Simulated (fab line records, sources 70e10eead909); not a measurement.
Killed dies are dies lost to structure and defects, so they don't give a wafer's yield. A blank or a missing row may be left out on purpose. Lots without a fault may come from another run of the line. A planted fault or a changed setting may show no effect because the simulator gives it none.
fab line records | flow nand_harc
record lots=5 wafers=15 last_day=34
route steps=1302 shown P_ZERO_WELL@29 END@1302
lots that met no fault: from a run of the same line without faults
start_h: hours from the record's first day to the start of the lot's first wafer shown | wait_h: hours since the lot's step before | " the same as in the row above | L1.1+2: a row that stands for several wafers | - no value, or no start given | * or withheld: withheld | < > ~ a bound
route shown NAME@n: a module of which the file shows steps, and the number in the route of the first | usual: mean/standard deviation of fault-free wafers | same: alike in all rows | chamber/n: place in a boat | sites: the reading at each site | _std_site: their standard deviation | _edge_site: outer sites' mean less inner sites' | radius_mm: how far each site lies from the wafer's centre | mask NAME#n: copy n | behind: the tool/chamber that last shaped the wafer | hold: why the lot was held/for how many hours/how that ended | device: the transistor (n, p or np) that didn't switch | end of line: the same wafers' tests at the end of the route | a step without rows: its recipe alone | killed: dies lost to structure and defects at the first sort, not the wafer's yield | map: a wafer's dies, x killed, . not, _ none there
set.NAME: the setting as run; set.NAME@STEP: as run at that earlier step | model.NAME: the simulator's own value behind a step, which no gauge read
lots at some steps of the route; a table a step, a row a wafer
services: from which hour (start_h, from the record's first day; less than 0 if before it) a tool's chamber was out of use, for how many hours, and why
## steps
# step NHARC_P_ZERO_WELL_CD_MEAS_24
# recipe target_cd_nm=720 landing_energy_ev=500
# usual cd_nm=718.5/1.7
# columns lot.wafer tool chamber start_h wait_h cd_nm
L642.1 cd_sem-01 0 32.33 - 719.7
L642.4 " 0 " " 717.0
L642.6 " 0 " " 714.0
L646.1 cd_sem-03 0 72.51 - 717.4
L646.3 " 0 " " 718.6
L646.5 " 0 " " 719.6
L651.1 cd_sem-03 0 122.58 - 718.1
L651.2 " 0 " " 720.1
L651.3 " 0 " " 718.0
L660.1 cd_sem-02 0 212.64 - 720.5
L660.5 " 0 " " 717.2
L660.6 " 0 " " 717.8
L664.1 cd_sem-01 0 252.48 - 717.8
L664.3 " 0 " " 718.8
L664.4 " 0 " " 718.3
# step NHARC_P_ZERO_WELL_HARDBAKE_25
# recipe temp_c=125 time_s=80
# step NHARC_P_ZERO_WELL_DESCUM_26
# recipe time_s=3 o2_flow_sccm=200 ar_flow_sccm=0 bias_power_w=0 chemistry=O2
# usual drypump_motor_current_A=5.7/0.48 oes_product_au=1.001/0.0099 rf_vpp_V=57.8/0.83 showerhead_plenum_p_Torr=1.90/0.1 throttle_valve_pct=11.311/0.0091
# columns lot.wafer tool chamber start_h wait_h drypump_motor_current_A oes_product_au rf_hours_counter_h rf_vpp_V showerhead_plenum_p_Torr throttle_valve_pct
L642.4 rie_diel-04 3 32.51 - 5.2 1.007 6 57.3 1.84 11.319
L642.1 " 0 " " 6.3 0.993 6 56.8 1.98 11.321
L642.6 " 2 " " 5.3 1.002 - 57.6 1.81 11.315
L646.1 rie_diel-04 2 72.68 - 5.3 0.994 24 56.9 1.80 11.331
L646.3 " 0 " " 6.3 0.992 25 58.6 1.97 11.289
L646.5 " 1 " " 5.0 1.012 - 58.5 2.01 11.313
L651.1 rie_diel-13 1 122.74 - 5.1 0.997 36 57.6 1.78 11.322
L651.3 " 2 " " 5.6 1.011 36 58.4 2.00 11.309
L651.2 " 0 " " 6.1 1.006 36 56.4 1.93 11.326
L660.1 rie_diel-04 1 212.80 - 5.0 1.007 8 58.6 2.00 11.323
L660.5 " 1 " " 5.0 1.003 - 58.7 2.00 11.300
L660.6 " 2 " " 5.3 0.988 - 57.2 1.79 11.306
L664.4 rie_diel-13 0 252.64 - 6.1 0.998 21 57.6 1.92 11.310
L664.3 " 1 " " 5.1 0.998 24 59.1 2.07 11.314
L664.1 " 2 " " 5.6 1.003 26 57.4 1.99 11.310
# step NHARC_P_ZERO_WELL_IMPLANT_27
# recipe energy_kev=600 dose_cm2=1e+13 tilt_deg=7
# step NHARC_P_ZERO_WELL_IMPLANT_57
# recipe energy_kev=250 dose_cm2=4e+12 tilt_deg=7
# step NHARC_P_ZERO_WELL_IMPLANT_58
# recipe energy_kev=100 dose_cm2=2e+12 tilt_deg=7
# step NHARC_P_ZERO_WELL_STRIP_28
# recipe time_s=840 temp_c=130 chemistry=SPM
# step NHARC_P_ZERO_WELL_DEHYDRATE_29
# recipe temp_c=150 time_s=120
# step NHARC_P_ZERO_WELL_HMDS_30
# recipe time_s=30
# step NHARC_P_ZERO_WELL_COAT_31
# recipe spin_rpm=withheld
# step NHARC_P_ZERO_WELL_SOFTBAKE_32
# recipe temp_c=122 time_s=95
# step NHARC_P_ZERO_WELL_EBR_33
# step NHARC_P_ZERO_WELL_EXPOSE_34
# recipe na=0.6 target_cd_nm=720 dose_mj=22.31 mask_id=P_PWELL
# columns lot.wafer tool chamber start_h wait_h mask
L642.1+4+6 krf_scanner-03 0 33.69 - P_PWELL#0
L646.1+3+5 krf_scanner-01 0 73.99 - P_PWELL#0
L651.1+2+3 krf_scanner-01 0 123.93 - P_HVPW#0
L660.1+5+6 krf_scanner-03 0 214.12 - P_PWELL#0
L664.1+3+4 krf_scanner-03 0 253.96 - P_PWELL#0
# step NHARC_P_ZERO_WELL_PEB_35
# recipe peb_temp_c=118 peb_time_s=85
# step NHARC_P_ZERO_WELL_DEVELOP_36
# recipe time_s=70
# step NHARC_P_ZERO_WELL_CD_MEAS_37
# recipe target_cd_nm=720 landing_energy_ev=500
# usual cd_nm=718.5/1.8
# columns lot.wafer tool chamber start_h wait_h cd_nm
L642.1 cd_sem-01 0 33.85 - 719.1
L642.4 " 0 " " 715.7
L642.6 " 0 " " 718.3
L646.1 cd_sem-01 0 74.15 - 717.8
L646.3 " 0 " " 721.0
L646.5 " 0 " " 721.3
L651.1 cd_sem-01 0 124.08 - -
L651.2 " 0 " " -
L651.3 " 0 " " -
L660.1 cd_sem-02 0 214.28 - 718.3
L660.5 " 0 " " 722.1
L660.6 " 0 " " 722.2
L664.1 cd_sem-03 0 254.12 - 717.6
L664.3 " 0 " " 716.3
L664.4 " 0 " " 717.1
# step NHARC_P_ZERO_WELL_HARDBAKE_38
# recipe temp_c=125 time_s=80
# step NHARC_END_SORT_01
# recipe temp_c=25
# usual killed_at_array=52/17 killed_at_other=0.9/1.2 killed_at_periphery=3.9/2.7 killed_dies=57/16 killed_open=3.3/1.9 killed_short=2.5/1.5
# same gross_dies=677
# columns lot.wafer tool chamber start_h wait_h hold killed_at_array killed_at_other killed_at_periphery killed_dies killed_open killed_short
L642.1 prober-01 0 585.24 2.5 - 74 0 4 78 6 1
L642.4 prober-01 0 587.64 3.4 - 76 1 2 79 3 2
L642.6 prober-01 0 589.24 4.0 - 71 0 3 74 5 1
L651.1 prober-02 0 669.80 2.5 await_dispo/3.4h/scrap 39 1 637 677 3 1
L651.2 prober-02 0 670.59 2.8 await_dispo/3.4h/scrap 29 0 648 677 1 0
L651.3 prober-02 0 671.38 3.1 await_dispo/3.4h/scrap 36 0 641 677 5 2
L660.1 prober-01 0 764.45 2.5 - 63 2 6 71 6 3
L660.5 prober-01 0 767.61 3.7 - 85 1 8 94 1 3
L660.6 prober-01 0 768.40 3.9 - 62 0 5 67 3 0
L664.1 prober-01 0 806.00 2.5 - 61 0 2 63 6 0
L664.3 prober-01 0 807.58 3.1 - 47 1 1 49 3 2
L664.4 prober-01 0 808.37 3.4 - 53 0 4 57 2 3
# killed by level:class
L642.1 A_CHANNEL_HOLE_D1:chamber_film_flake=29 A_CHANNEL_HOLE_D2:chamber_film_flake=19 A_SLIT:chamber_film_flake=11 A_CONTACT:chamber_film_flake=6 A_STAIRCASE:chamber_film_flake=4 P_GATE:geometric_particle:open=1 P_CONTACT:geometric_particle:open=1 P_M0:geometric_particle:open=1
L642.4 A_CHANNEL_HOLE_D1:chamber_film_flake=28 A_CHANNEL_HOLE_D2:chamber_film_flake=20 A_SLIT:chamber_film_flake=18 A_CONTACT:chamber_film_flake=5 A_STAIRCASE:chamber_film_flake=2 P_GATE:geometric_particle:short=1 P_CONTACT:geometric_particle:short=1 A_CHANNEL_FILL_D2:geometric_particle:open=1
L642.6 A_CHANNEL_HOLE_D2:chamber_film_flake=28 A_CHANNEL_HOLE_D1:chamber_film_flake=22 A_SLIT:chamber_film_flake=12 A_CONTACT:chamber_film_flake=2 P_M1:geometric_particle:open=1 P_M2:geometric_particle:open=1 A_DECK1_JOINT:geometric_particle:open=1 A_ONON_D2:geometric_particle:short=1
L651.1 P_ZERO_WELL:area_expose=630 A_SLIT:chamber_film_flake=27 A_CONTACT:chamber_film_flake=3 A_M1:chamber_film_flake=3 P_STI:chamber_film_flake=2 A_CHANNEL_FILL_D1:chamber_film_flake=2 P_CONTACT:geometric_particle:short=1 P_M0:geometric_particle:open=1
L651.2 P_ZERO_WELL:area_expose=640 A_SLIT:chamber_film_flake=11 A_CONTACT:chamber_film_flake=8 A_CHANNEL_HOLE_D1:chamber_film_flake=6 P_GATE:chamber_film_flake=5 A_M1:chamber_film_flake=3 P_ZERO_WELL:chamber_film_flake=2 P_M0:geometric_particle:open=1
L651.3 P_ZERO_WELL:area_expose=637 A_SLIT:chamber_film_flake=13 A_CHANNEL_HOLE_D1:chamber_film_flake=9 A_CHANNEL_FILL_D1:chamber_film_flake=4 A_CONTACT:chamber_film_flake=3 A_CHANNEL_FILL_D2:geometric_particle:open=2 A_ONON_D1:geometric_particle:short=1 A_CHANNEL_FILL_D1:geometric_particle:open=1
L660.1 A_CHANNEL_HOLE_D1:chamber_film_flake=28 A_SLIT:chamber_film_flake=12 A_CHANNEL_HOLE_D2:chamber_film_flake=7 A_CONTACT:chamber_film_flake=7 P_STI:chamber_film_flake=3 A_M0:geometric_particle:open=2 THIN_TSV:chamber_film_flake=2 P_M0:geometric_particle:short=1
L660.5 A_CHANNEL_HOLE_D1:chamber_film_flake=40 A_CHANNEL_HOLE_D2:chamber_film_flake=21 A_SLIT:chamber_film_flake=13 A_CONTACT:chamber_film_flake=7 P_STI:chamber_film_flake=3 A_WL_FILL:geometric_particle:short=2 P_GATE:chamber_film_flake=2 P_M2:chamber_film_flake=2
L660.6 A_CHANNEL_HOLE_D1:chamber_film_flake=33 A_SLIT:chamber_film_flake=11 A_CHANNEL_HOLE_D2:chamber_film_flake=7 A_CONTACT:chamber_film_flake=7 P_M2:chamber_film_flake=2 A_WL_FILL:chamber_film_flake=2 P_CONTACT:geometric_particle:open=1 P_M0:geometric_particle:open=1
L664.1 A_CHANNEL_HOLE_D1:chamber_film_flake=21 A_CHANNEL_HOLE_D2:chamber_film_flake=11 A_SLIT:chamber_film_flake=9 A_CONTACT:chamber_film_flake=9 A_SGD_CUT:chamber_film_flake=4 A_CHANNEL_FILL_D1:geometric_particle:open=3 P_CONTACT:geometric_particle:open=2 A_STAIRCASE:chamber_film_flake=2
L664.3 A_SLIT:chamber_film_flake=13 A_CHANNEL_HOLE_D2:chamber_film_flake=11 A_CONTACT:chamber_film_flake=7 A_SGD_CUT:chamber_film_flake=6 A_STAIRCASE:chamber_film_flake=4 A_M1:geometric_particle:open=2 P_CONTACT:geometric_particle:open=1 A_WL_FILL:geometric_particle:short=1
L664.4 A_CHANNEL_HOLE_D2:chamber_film_flake=21 A_CHANNEL_HOLE_D1:chamber_film_flake=11 A_CONTACT:chamber_film_flake=6 A_SLIT:chamber_film_flake=6 A_SGD_CUT:chamber_film_flake=4 P_STI:chamber_film_flake=2 A_STAIRCASE:chamber_film_flake=2 P_GATE:geometric_particle:open=1
# map L651.1 (x killed, . not)
____________x____________
_________xxxxxxx_________
_______xxxxxxxxxxx_______
______xxxxxxxxxxxxx______
_____xxxxxxxxxxxxxxx_____
____xxxxxxxxxxxxxxxxx____
____xxxxxxxxxxxxxxxxx____
___xxxxxxxxxxxxxxxxxxx___
___xxxxxxxxxxxxxxxxxxx___
__xxxxxxxxxxxxxxxxxxxxx__
__xxxxxxxxxxxxxxxxxxxxx__
_xxxxxxxxxxxxxxxxxxxxxxx_
_xxxxxxxxxxxxxxxxxxxxxxx_
_xxxxxxxxxxxxxxxxxxxxxxx_
_xxxxxxxxxxxxxxxxxxxxxxx_
_xxxxxxxxxxxxxxxxxxxxxxx_
xxxxxxxxxxxxxxxxxxxxxxxxx
xxxxxxxxxxxxxxxxxxxxxxxxx
xxxxxxxxxxxxxxxxxxxxxxxxx
xxxxxxxxxxxxxxxxxxxxxxxxx
xxxxxxxxxxxxxxxxxxxxxxxxx
_xxxxxxxxxxxxxxxxxxxxxxx_
_xxxxxxxxxxxxxxxxxxxxxxx_
_xxxxxxxxxxxxxxxxxxxxxxx_
_xxxxxxxxxxxxxxxxxxxxxxx_
_xxxxxxxxxxxxxxxxxxxxxxx_
__xxxxxxxxxxxxxxxxxxxxx__
__xxxxxxxxxxxxxxxxxxxxx__
___xxxxxxxxxxxxxxxxxxx___
___xxxxxxxxxxxxxxxxxxx___
____xxxxxxxxxxxxxxxxx____
____xxxxxxxxxxxxxxxxx____
_____xxxxxxxxxxxxxxx_____
______xxxxxxxxxxxxx______
_______xxxxxxxxxxx_______
_________xxxxxxx_________
____________x____________
# map L646.1 (x killed, . not)
____________.____________
_________....x.x_________
_______.......xxx._______
______..........xx.______
_____x..........xx.._____
____............x...x____
____............x....____
___...................___
___...................___
__.....................__
__...................x.__
_......................._
_................x......_
_....x...........x...x.._
_......................._
_...............x....x.._
...x....x................
...x.........x........x..
..........x..............
.........................
.........................
_......................._
_..........x............_
_......................._
_......................._
_......................x_
__.....................__
__.....................__
___...................___
___...................___
____...........x.....____
____.................____
_____......x........_____
______.............______
_______.......x..._______
_________.....x._________
____________.____________
## services
# columns tool chamber start_h hours kind
rie_diel-04 0 9.90 - clean
rie_diel-04 0 9.90 - consumable_replace:focus_ring
rie_diel-04 1 9.90 - clean
rie_diel-04 2 9.90 - clean
rie_diel-04 3 9.90 - clean
krf_scanner-01 - 11.17 0.2 repair
rie_diel-13 2 22.16 1.9 repair
krf_scanner-03 0 28.42 - calibration
rie_diel-13 1 34.88 11.3 repair
rie_diel-13 2 51.26 6.4 repair
krf_scanner-03 - 52.00 4.0 pm
rie_diel-13 2 59.85 6.7 repair
rie_diel-13 - 69.20 0.4 repair
rie_diel-13 0 77.13 12.7 repair
krf_scanner-03 - 127.10 2.2 repair
krf_scanner-01 - 140.00 4.0 pm
rie_diel-04 1 149.06 4.5 repair
krf_scanner-03 - 149.29 0.6 repair
rie_diel-13 - 166.90 9.0 pm
rie_diel-04 1 167.24 5.7 repair
rie_diel-04 - 177.96 9.0 pm
rie_diel-13 1 205.60 3.9 repair
krf_scanner-03 - 224.00 4.0 pm
rie_diel-04 - 235.67 0.9 repair
## key
first_sign step=NHARC_P_ZERO_WELL_EXPOSE_34 reading=mask direction=changed
effect step=NHARC_P_ZERO_WELL_CD_MEAS_37 reading=cd_nm direction=missing
effect step=NHARC_END_SORT_01 reading=killed_at_periphery direction=up sigmas=99+ usual=3.9 struck=642
more_kills_born_at NHARC_P_ZERO_WELL_EXPOSE_34@krf_scanner-01=1907
met_at NHARC_P_ZERO_WELL_EXPOSE_34
struck_wafers L651.1,L651.2,L651.3
later_rows_left_out L651.1,L651.2,L651.3
tester_left_out L651
onset_between 73.99 123.93
fault kind=wrong_mask tool=any chamber=- onset_h=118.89 steps=NHARC_P_ZERO_WELL_EXPOSE_34 aux_copy=P_HVPW#0 scope=struck_lots_only
# tester_left_out: of these lots the tester's yield and bins aren't shown, on N5 and GAA mostly nor the transistor test; their killed dies are dies lost to structure and defects alone, not to doping, threshold or leakage, so they don't give the yield
# later_rows_left_out: the simulator's readings of these wafers behind a module that went badly wrong aren't trusted and aren't shown, but for the sort
